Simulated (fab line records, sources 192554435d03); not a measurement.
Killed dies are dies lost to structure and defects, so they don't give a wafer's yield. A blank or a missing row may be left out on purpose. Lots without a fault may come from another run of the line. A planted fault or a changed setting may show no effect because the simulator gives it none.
Chamber matching | flow n5_finfet | N5_BEOL_M9_STRIP_67 on rie_diel-04: 4 sister chambers
The step strips in CF4. 27 wafers are shown with their chamber, then 12 later ones without.

WAFERS WITH THEIR CHAMBER
wafer  | chamber | drypump_motor_current_A (A) | showerhead_plenum_p_Torr (Torr) | rf_vpp_V (V)
L074.1 | 2       | 5.8                         | 1.84                            | 271.4
L074.2 | 1       | 5.7                         | 1.75                            | 270.6
L074.6 | 1       | 5.7                         | 1.75                            | 270.7
L075.1 | 2       | 5.8                         | 1.84                            | 270.7
L075.4 | 1       | 5.7                         | 1.75                            | 270.6
L075.5 | 0       | 5.8                         | 1.84                            | 272.8
L076.1 | 0       | 5.8                         | 1.84                            | 271.8
L076.2 | 1       | 5.7                         | 1.75                            | 270.0
L076.4 | 0       | 5.8                         | 1.84                            | 273.4
L077.2 | 2       | 5.8                         | 1.83                            | 272.2
L077.5 | 2       | 5.8                         | 1.83                            | 272.9
L077.6 | 1       | 5.7                         | 1.75                            | 270.2
L080.3 | 3       | 6.5                         | 1.71                            | 269.9
L080.5 | 3       | 6.5                         | 1.71                            | 268.4
L080.6 | 3       | 6.5                         | 1.71                            | 268.2
L086.1 | 1       | 5.7                         | 1.75                            | 270.1
L086.2 | 3       | 6.5                         | 1.70                            | 268.4
L086.3 | 0       | 5.8                         | 1.84                            | 271.3
L089.1 | 3       | 6.5                         | 1.70                            | 269.2
L089.2 | 0       | 5.8                         | 1.84                            | 273.6
L089.3 | 1       | 5.7                         | 1.74                            | 270.3
L089.4 | 2       | 5.8                         | 1.83                            | 271.7
L089.5 | 2       | 5.7                         | 1.83                            | 271.6
L089.6 | 3       | 6.5                         | 1.70                            | 270.4
L090.3 | 1       | 5.8                         | 1.74                            | 270.0
L090.5 | 2       | 5.8                         | 1.83                            | 271.6
L090.6 | 3       | 6.5                         | 1.70                            | 269.0

SIGNATURES (means of the wafers above)
reading                  | chamber 0 | chamber 1 | chamber 2 | chamber 3 | scatter within a chamber
drypump_motor_current_A  | 5.800     | 5.713     | 5.786     | 6.500     | 0.0274
showerhead_plenum_p_Torr | 1.8400    | 1.7475    | 1.8329    | 1.7043    | 0.00449
rf_vpp_V                 | 272.580   | 270.312   | 271.729   | 269.071   | 0.707
Rule: a wafer's distance from a chamber is the root of the sum, over the readings, of the square of ((its reading less the chamber's mean) divided by the reading's scatter). The wafer belongs to the nearest chamber; if the next one is less than 2 further off, it can't be placed. The scatter: the root of (the sum of the squares of (reading less its chamber's mean) over the shown wafers, divided by (wafers less chambers)).

WAFERS WITHOUT THEIR CHAMBER
wafer  | drypump_motor_current_A (A) | showerhead_plenum_p_Torr (Torr) | rf_vpp_V (V)
L088.2 | 5.8                         | 1.84                            | 271.6
L088.3 | 6.5                         | 1.70                            | 269.3
L088.5 | 5.7                         | 1.84                            | 271.5
L092.2 | 5.8                         | 1.83                            | 272.0
L092.3 | 5.7                         | 1.74                            | 267.9
L092.5 | 5.8                         | 1.84                            | 270.9
L091.2 | 5.8                         | 1.84                            | 271.8
L091.4 | 6.5                         | 1.70                            | 267.7
L091.5 | 5.7                         | 1.74                            | 271.2
L097.1 | 5.7                         | 1.83                            | 271.9
L097.2 | 5.8                         | 1.83                            | 271.8
L097.3 | 5.7                         | 1.74                            | 269.8

WHICH CHAMBER EACH WENT THROUGH
wafer  | from the rows above     | in truth
L088.2 | can't be placed: 0 or 2 | 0
L088.3 | 3                       | 3
L088.5 | can't be placed: 2 or 0 | 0
L092.2 | can't be placed: 2 or 0 | 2
L092.3 | 1                       | 1
L092.5 | can't be placed: 2 or 0 | 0
L091.2 | can't be placed: 0 or 2 | 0
L091.4 | 3                       | 3
L091.5 | 1                       | 1
L097.1 | can't be placed: 2 or 0 | 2
L097.2 | can't be placed: 2 or 0 | 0
L097.3 | 1                       | 1
Placed correctly: 5 of 12. Can't be placed from these rows: 7 (the true chamber is among the candidates in 7). Placed wrongly: 0.
